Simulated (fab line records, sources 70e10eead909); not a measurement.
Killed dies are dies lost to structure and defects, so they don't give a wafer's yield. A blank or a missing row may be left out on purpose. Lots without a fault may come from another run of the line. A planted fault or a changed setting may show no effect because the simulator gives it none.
Tool commonality check | flow nand_harc | 12 lots, 36 wafers sampled

WHY IT WAS OPENED
At NHARC_THIN_TSV_CD_MEAS_37 the reading cd_nm is flagged on 2 of 12 lots. Wafers without a fault read 4999.5 nm, standard deviation 2.2.
Rule: a lot is flagged when every wafer of it that has a number lies more than 4 standard deviations from that mean, or none has a number. The other lots count as sound.

lot  | measured     | on        | cd_nm (nm), wafer by wafer | flag
L304 | day 24 22:22 | cd_sem-01 | 4995.4 4998.4 4996.5       |
L305 | day 25 00:16 | cd_sem-02 | 5001.7 4999.6 5001.1       |
L310 | day 26 15:37 | cd_sem-01 | 4997.2 4998.6 4997.4       |
L312 | day 27 12:41 | cd_sem-02 | 5000.2 4998.9 4997.2       |
L316 | day 28 00:52 | cd_sem-02 | 4983.6 4983.2 4984.2       | FLAGGED
L315 | day 28 14:30 | cd_sem-03 | 4982.4 4983.4 4984.3       | FLAGGED
L320 | day 31 01:01 | cd_sem-03 | 4995.5 4999.3 4997.9       |
L322 | day 31 14:36 | cd_sem-02 | 4998.8 4998.6 4997.5       |
L323 | day 31 15:53 | cd_sem-02 | 5000.2 5000.0 5000.9       |
L321 | day 31 16:57 | cd_sem-01 | 5001.6 5001.4 5004.7       |
L327 | day 33 20:34 | cd_sem-02 | 4999.7 4999.7 5001.1       |
L326 | day 33 20:50 | cd_sem-01 | 4999.9 4996.0 5000.2       |
The numbers of the flagged lots are 4983.5 nm on average: -16.0 nm against the usual, or -7 standard deviations.

WHICH TOOL RAN EACH LOT
The record holds 3 process steps before the reading, out of a route of 1302 steps. In each cell: the tool, then ch and the chambers that the sampled wafers went through, then the start.
lot  | flag    | NHARC_THIN_TSV_DEP_47           | NHARC_THIN_TSV_PRE_CLEAN_50             | NHARC_THIN_TSV_ETCH_59
L304 |         | pecvd-01 ch 0,2, day 24 16:30   | pvd_sputter-02, day 24 20:54 or earlier | rie_metal-02 ch 0,1, day 24 21:13
L305 |         | pecvd-03 ch 1,2, day 24 18:44   | pvd_sputter-01, day 24 22:47 or earlier | rie_metal-02 ch 0,1, day 24 23:08
L310 |         | pecvd-04 ch 0,1, day 26 05:47   | pvd_sputter-02, day 26 14:11 or earlier | rie_metal-01 ch 0,1, day 26 14:28
L312 |         | pecvd-01 ch 1,2, day 27 07:07   | pvd_sputter-02, day 27 11:16 or earlier | rie_metal-01 ch 0,1, day 27 11:34
L316 | FLAGGED | pecvd-04 ch 0,1,2, day 27 19:23 | pvd_sputter-03, day 27 23:25 or earlier | rie_metal-01 ch 0,1, day 27 23:44
L315 | FLAGGED | pecvd-04 ch 0,1,2, day 28 08:52 | pvd_sputter-02, day 28 13:01 or earlier | rie_metal-01 ch 0,1, day 28 13:20
L320 |         | pecvd-03 ch 0,2, day 30 19:22   | pvd_sputter-02, day 30 23:33 or earlier | rie_metal-03 ch 0,1, day 30 23:55
L322 |         | pecvd-04 ch 0,1,2, day 31 09:11 | pvd_sputter-01, day 31 13:10 or earlier | rie_metal-03 ch 0,1, day 31 13:27
L323 |         | pecvd-04 ch 0,1,2, day 31 10:28 | pvd_sputter-02, day 31 14:27 or earlier | rie_metal-01 ch 0,1, day 31 14:44
L321 |         | pecvd-01 ch 0,1, day 31 11:38   | pvd_sputter-01, day 31 15:31 or earlier | rie_metal-02 ch 1, day 31 15:49
L327 |         | pecvd-03 ch 0,1,2, day 33 12:59 | pvd_sputter-02, day 33 17:06 or earlier | rie_metal-03 ch 0,1, day 33 17:26
L326 |         | pecvd-03 ch 0,2, day 33 14:04   | pvd_sputter-03, day 33 18:05 or earlier | rie_metal-01 ch 0,1, day 33 18:23
What these steps do:
- NHARC_THIN_TSV_DEP_47: deposits SiO2, target thk 200 nm.
- NHARC_THIN_TSV_PRE_CLEAN_50: time 30 s.
- NHARC_THIN_TSV_ETCH_59: etches the open film in Cl2/BCl3, target depth 880 nm, time 138.1 s.
- NHARC_THIN_TSV_CD_MEAS_37

FLAGGED OVER TOTAL, TOOL BY TOOL (the gauges that took the reading come last)
step                        | tool           | lots run | flagged | share of the flagged lots | sound lots run after its first flagged lot
NHARC_THIN_TSV_DEP_47       | pecvd-01       | 3        | 0       | none                      | -
NHARC_THIN_TSV_DEP_47       | pecvd-03       | 4        | 0       | none                      | -
NHARC_THIN_TSV_DEP_47       | pecvd-04       | 5        | 2       | all                       | 2 (L322,L323)
NHARC_THIN_TSV_PRE_CLEAN_50 | pvd_sputter-01 | 3        | 0       | none                      | -
NHARC_THIN_TSV_PRE_CLEAN_50 | pvd_sputter-02 | 7        | 1       | some                      | 3 (L320,L323,L327)
NHARC_THIN_TSV_PRE_CLEAN_50 | pvd_sputter-03 | 2        | 1       | some                      | 1 (L326)
NHARC_THIN_TSV_ETCH_59      | rie_metal-01   | 6        | 2       | all                       | 2 (L323,L326)
NHARC_THIN_TSV_ETCH_59      | rie_metal-02   | 3        | 0       | none                      | -
NHARC_THIN_TSV_ETCH_59      | rie_metal-03   | 3        | 0       | none                      | -
NHARC_THIN_TSV_CD_MEAS_37   | cd_sem-01      | 4        | 0       | none                      | -
NHARC_THIN_TSV_CD_MEAS_37   | cd_sem-02      | 6        | 1       | some                      | 3 (L322,L323,L327)
NHARC_THIN_TSV_CD_MEAS_37   | cd_sem-03      | 2        | 1       | some                      | 1 (L320)
NHARC_THIN_TSV_PRE_CLEAN_50 gives no start for some lots, so the hours and the order of its lots are those of NHARC_THIN_TSV_CD_MEAS_33.

WHAT THE TABLE ALLOWS
2 rows of the table ran every flagged lot: pecvd-04 at NHARC_THIN_TSV_DEP_47, rie_metal-01 at NHARC_THIN_TSV_ETCH_59.
- pecvd-04 at NHARC_THIN_TSV_DEP_47: 2 of its 5 lots flagged. Sound lots ran on it after the first flagged one (L322, L323), which a lasting fault on the whole tool wouldn't allow.
- rie_metal-01 at NHARC_THIN_TSV_ETCH_59: 2 of its 6 lots flagged. Sound lots ran on it after the first flagged one (L323, L326), which a lasting fault on the whole tool wouldn't allow. Its own readings lie more than 4 standard deviations out on every wafer of the flagged lots: oes_product_au.
No row of the table ran every flagged lot and no sound lot after the first.

WHAT THE SIMULATOR HAD PUT IN
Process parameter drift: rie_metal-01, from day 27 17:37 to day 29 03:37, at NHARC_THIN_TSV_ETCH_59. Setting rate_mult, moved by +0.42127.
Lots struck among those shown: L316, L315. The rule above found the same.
